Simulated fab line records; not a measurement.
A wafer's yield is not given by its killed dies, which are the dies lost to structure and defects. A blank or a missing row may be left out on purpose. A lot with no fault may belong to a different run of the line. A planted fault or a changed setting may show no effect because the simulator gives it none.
Split-lot experiment | flow n5-finfet | 7 lots, 21 wafers read, on a route of 1938 steps

== ON THE SPLIT ==
At N5_SD_EPI_P_EXPOSE_06 (exposes mask SD P BLK, target cd 240 nm), the setting dose-mj was moved away from the recipe's 39.5 on 4 of the 21 wafers read, by -5.5% to +6.3%. This setting was run at the recipe's value on the other wafers.

== FROM THE SPLIT TO THE READING: what the file shows between them, 2 steps ==
- N5_SD_EPI_P_PEB_07: peb time 60 s
- N5_SD_EPI_P_DEVELOP_08: develop time 30 s

== THE READING ==
cd-nm (nm) at N5_SD_EPI_P_CD_MEAS_09, where the cd target is 240 nm. Fault-free wafers of this fab line usually give 240.0 nm, standard deviation 0.8 nm.

wafer  | tool, chamber at the split | dose-mj as run | against the recipe | cd-nm, nm | against lot-mates on the recipe
L076.1 | arfi-scanner-03, 0         | 37.33          | -5.5%              | 236.1     | -4.0
L076.4 | arfi-scanner-03, 0         | 37.33          | -5.5%              | 235.6     | -4.5
L076.5 | arfi-scanner-03, 0         | 39.5           | recipe             | 240.1     | -
L078.2 | arfi-scanner-02, 0         | 39.5           | recipe             | 240.6     | -
L078.5 | arfi-scanner-02, 0         | 39.5           | recipe             | 241.0     | -
L078.6 | arfi-scanner-02, 0         | 39.5           | recipe             | 241.0     | -
L079.2 | arfi-scanner-02, 0         | 39.5           | recipe             | 240.0     | -
L079.3 | arfi-scanner-02, 0         | 39.5           | recipe             | 241.2     | -
L079.5 | arfi-scanner-02, 0         | 41.98          | +6.3%              | 245.1     | +4.5
L082.2 | arfi-scanner-02, 0         | 38.23          | -3.2%              | 239.4     | -1.7
L082.4 | arfi-scanner-02, 0         | 39.5           | recipe             | 241.4     | -
L082.6 | arfi-scanner-02, 0         | 39.5           | recipe             | 240.7     | -
L086.1 | arfi-scanner-03, 0         | 39.5           | recipe             | 240.9     | -
L086.5 | arfi-scanner-03, 0         | 39.5           | recipe             | 240.6     | -
L086.6 | arfi-scanner-03, 0         | 39.5           | recipe             | 240.1     | -
L089.4 | arfi-scanner-03, 0         | 39.5           | recipe             | 240.6     | -
L089.5 | arfi-scanner-03, 0         | 39.5           | recipe             | 240.1     | -
L089.6 | arfi-scanner-03, 0         | 39.5           | recipe             | 239.5     | -
L094.2 | arfi-scanner-02, 0         | 39.5           | recipe             | 239.7     | -
L094.3 | arfi-scanner-02, 0         | 39.5           | recipe             | 239.6     | -
L094.4 | arfi-scanner-02, 0         | 39.5           | recipe             | 239.6     | -

THE FIT
A straight line over all 21 wafers: cd-nm changes by +0.753 nm for each +1% of dose-mj; r = +0.94; the points scatter about the line by 0.66 nm.
The same after taking each lot's own level away (the mean of its wafers on the recipe; 21 wafers): +0.729 nm for each +1%; r = +0.98; scatter 0.38 nm.
On that fit, the largest move of dose-mj shifts the reading by 4.6 nm.
The span of the lots' own levels, 239.63 to 241.05 nm, comes to 1.8 times the standard deviation stated above.
Consequently the slope shifts little with the lot-to-lot level, the two slopes agreeing.
Check: +4.66 nm against its lot-mates is what the line predicts for one of the wafers moved furthest among these (+6.3%) when that wafer is left out of the fit. It came out at +4.5 nm against them.

== FURTHER SPLITS ON THESE WAFERS ==
These wafers also went through other splits before the reading. Each is held against what the fit with the lots' levels taken away leaves over:
other split on the same wafers | wafers away from the commonest value | r with cd-nm (lot level and that fit taken away)
N5_SD_EPI_P_COAT_34 spin-rpm   | 8                                    | +0.35

== THE WHOLE CHAIN: every reading that the file lists as answering this split, in the file's order ==
step                   | what it does                                           | reading                                                         | change (the file's fit)               | r (the file's)
N5_SD_EPI_P_CD_MEAS_09 | target cd 240 nm                                       | cd-nm                                                           | +0.714 nm for each +1% of the setting | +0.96
N5_SD_EPI_P_DESCUM_14  | chemistry O2, time 7.9 s                               | SD_EPI_P.cd-nm (the simulator's own value, which no gauge read) | +0.698 nm for each +1% of the setting | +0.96
N5_SD_EPI_P_ETCH_36    | etches SiARC in CF4, target depth 45.5 nm, time 75.8 s | SD_EPI_P.cd-nm (the simulator's own value, which no gauge read) | +0.708 nm for each +1% of the setting | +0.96

== FILE'S OWN FIT ==
cd-nm changes by +0.714 nm for each +1% of dose-mj, r = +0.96.
